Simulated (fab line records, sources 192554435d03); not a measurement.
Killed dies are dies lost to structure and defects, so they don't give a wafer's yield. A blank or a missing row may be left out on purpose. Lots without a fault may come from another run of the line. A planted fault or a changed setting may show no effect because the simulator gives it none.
Chamber matching | flow n5_finfet | N5_BEOL_M5_ILD_DEP_00 on pecvd-01: 3 sister chambers
The step deposits SiCOH lowk from DEMS/porogen, target thk 140.64 nm, time 25.9 s. 14 wafers are shown with their chamber, then 7 later ones without.

WAFERS WITH THEIR CHAMBER
wafer  | chamber | showerhead_vpp_V (V) | throttle_valve_pct (%) | heater_power_w (W)
L077.2 | 0       | 1455                 | 14.7                   | 340
L077.3 | 1       | 1385                 | 13.6                   | 268
L077.4 | 1       | 1383                 | 13.7                   | 276
L076.3 | 2       | 1314                 | 13.0                   | 302
L076.5 | 1       | 1398                 | 13.5                   | 263
L076.6 | 2       | 1300                 | 13.2                   | 315
L082.1 | 1       | 1386                 | 13.7                   | 280
L082.4 | 2       | 1312                 | 13.6                   | 317
L082.6 | 1       | 1402                 | 13.8                   | 280
L089.1 | 0       | 1458                 | 14.7                   | 342
L089.4 | 0       | 1450                 | 14.9                   | 340
L089.6 | 1       | 1382                 | 13.8                   | 271
L090.2 | 2       | 1300                 | 13.4                   | 290
L090.3 | 0       | 1477                 | 14.8                   | 280

SIGNATURES (means of the wafers above)
reading            | chamber 0 | chamber 1 | chamber 2 | scatter within a chamber
showerhead_vpp_V   | 1460.00   | 1389.33   | 1306.50   | 9.29
throttle_valve_pct | 14.775    | 13.683    | 13.300    | 0.164
heater_power_w     | 325.50    | 273.00    | 306.00    | 17.8
Rule: a wafer's distance from a chamber is the root of the sum, over the readings, of the square of ((its reading less the chamber's mean) divided by the reading's scatter). The wafer belongs to the nearest chamber; if the next one is less than 2 further off, it can't be placed. The scatter: the root of (the sum of the squares of (reading less its chamber's mean) over the shown wafers, divided by (wafers less chambers)).

WAFERS WITHOUT THEIR CHAMBER
wafer  | showerhead_vpp_V (V) | throttle_valve_pct (%) | heater_power_w (W)
L090.6 | 1465                 | 14.7                   | 299
L092.2 | 1289                 | 13.3                   | 297
L092.4 | 1318                 | 13.4                   | 305
L092.5 | 1362                 | 13.6                   | 255
L095.2 | 1289                 | 13.8                   | 292
L095.4 | 1439                 | 14.8                   | 287
L095.5 | 1324                 | 13.4                   | 301

WHICH CHAMBER EACH WENT THROUGH
wafer  | from the rows above | in truth
L090.6 | 0                   | 0
L092.2 | 2                   | 2
L092.4 | 2                   | 2
L092.5 | 1                   | 1
L095.2 | 2                   | 2
L095.4 | 0                   | 0
L095.5 | 2                   | 2
Placed correctly: 7 of 7. Can't be placed from these rows: 0. Placed wrongly: 0.
